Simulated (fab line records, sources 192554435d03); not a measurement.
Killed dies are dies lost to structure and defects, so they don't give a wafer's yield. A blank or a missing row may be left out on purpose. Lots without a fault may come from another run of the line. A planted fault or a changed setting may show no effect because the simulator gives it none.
Split-lot experiment | flow n5_finfet | 7 lots, 21 wafers read, on a route of 1938 steps

THE SPLIT
At N5_BEOL_M10_PEB_26 (peb time 60 s), the setting peb_time_s was moved away from the recipe's 60 s on 8 of the 21 wafers read, by -17.6% to +12.1%. The other wafers ran this setting at the recipe's value.

FROM THE SPLIT TO THE READING: what the file shows between them, 1 step
- N5_BEOL_M10_DEVELOP_27: develop time 30 s

THE READING
cd_nm, in nm, at N5_BEOL_M10_CD_MEAS_28 (target cd 70 nm). Fault-free wafers of this fab line usually give 69.3 nm, standard deviation 1.4 nm.

wafer  | tool, chamber at the split | peb_time_s as run, s | against the recipe | cd_nm, nm | against lot-mates on the recipe
L077.4 | litho_track-03, 0          | 67.27                | +12.1%             | 74.8      | +6.0
L077.5 | litho_track-03, 0          | 60                   | recipe             | 68.8      | -
L077.6 | litho_track-03, 0          | 67.27                | +12.1%             | 74.0      | +5.2
L078.1 | litho_track-04, 0          | 60                   | recipe             | 69.2      | -
L078.4 | litho_track-04, 0          | 60                   | recipe             | 71.2      | -
L078.5 | litho_track-04, 0          | 60                   | recipe             | 68.0      | -
L080.2 | litho_track-04, 0          | 60                   | recipe             | 70.9      | -
L080.3 | litho_track-04, 0          | 65.55                | +9.3%              | 72.8      | +2.3
L080.5 | litho_track-04, 0          | 60                   | recipe             | 70.0      | -
L084.2 | litho_track-03, 0          | 56.17                | -6.4%              | 64.9      | -3.8
L084.4 | litho_track-03, 0          | 60                   | recipe             | 68.7      | -
L084.6 | litho_track-03, 0          | 56.17                | -6.4%              | 65.0      | -3.7
L088.1 | litho_track-03, 0          | 65.15                | +8.6%              | 72.7      | +5.4
L088.2 | litho_track-03, 0          | 60                   | recipe             | 67.4      | -
L088.6 | litho_track-03, 0          | 60                   | recipe             | 67.3      | -
L087.1 | litho_track-04, 0          | 49.46                | -17.6%             | 60.4      | -9.7
L087.2 | litho_track-04, 0          | 60                   | recipe             | 70.1      | -
L087.3 | litho_track-04, 0          | 49.46                | -17.6%             | 60.8      | -9.3
L094.2 | litho_track-04, 0          | 60                   | recipe             | 69.9      | -
L094.3 | litho_track-04, 0          | 60                   | recipe             | 71.3      | -
L094.5 | litho_track-04, 0          | 60                   | recipe             | 69.6      | -

THE FIT
A straight line over all 21 wafers: cd_nm changes by +0.473 nm for each +1% of peb_time_s; r = +0.95; the points scatter about the line by 1.2 nm.
The same after taking each lot's own level away (the mean of its wafers on the recipe; 21 wafers): +0.507 nm for each +1%; r = +0.98; scatter 0.89 nm.
On that fit, the largest move of peb_time_s shifts the reading by 8.9 nm.
The lots' own levels span 67.35 to 70.45 nm, that is 2.2 times the standard deviation above.
So the lot-to-lot level changes the slope little: the two slopes agree.
Check: with one of the wafers moved furthest among these (-17.6%) left out of the fit, the line predicts -8.87 nm for it against its lot-mates. It came out at -9.7 nm against them.

OTHER SPLITS ON THESE WAFERS
These wafers also went through other splits before the reading. Each is held against what the fit with the lots' levels taken away leaves over:
other split on the same wafers | wafers away from the commonest value | r with cd_nm (lot level and that fit taken away)
N5_BEOL_M4_PECVD_72 temp_c     | 10                                   | -0.07
N5_BEOL_M5_ETCH_41 source_w    | 5                                    | -0.03
N5_BEOL_M9_PECVD_70 temp_c     | 8                                    | -0.04
N5_BEOL_M9_EXPOSE_08 dose_mj   | 8                                    | -0.16

THE FILE'S OWN FIT
cd_nm changes by +0.497 nm for each +1% of peb_time_s, r = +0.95.
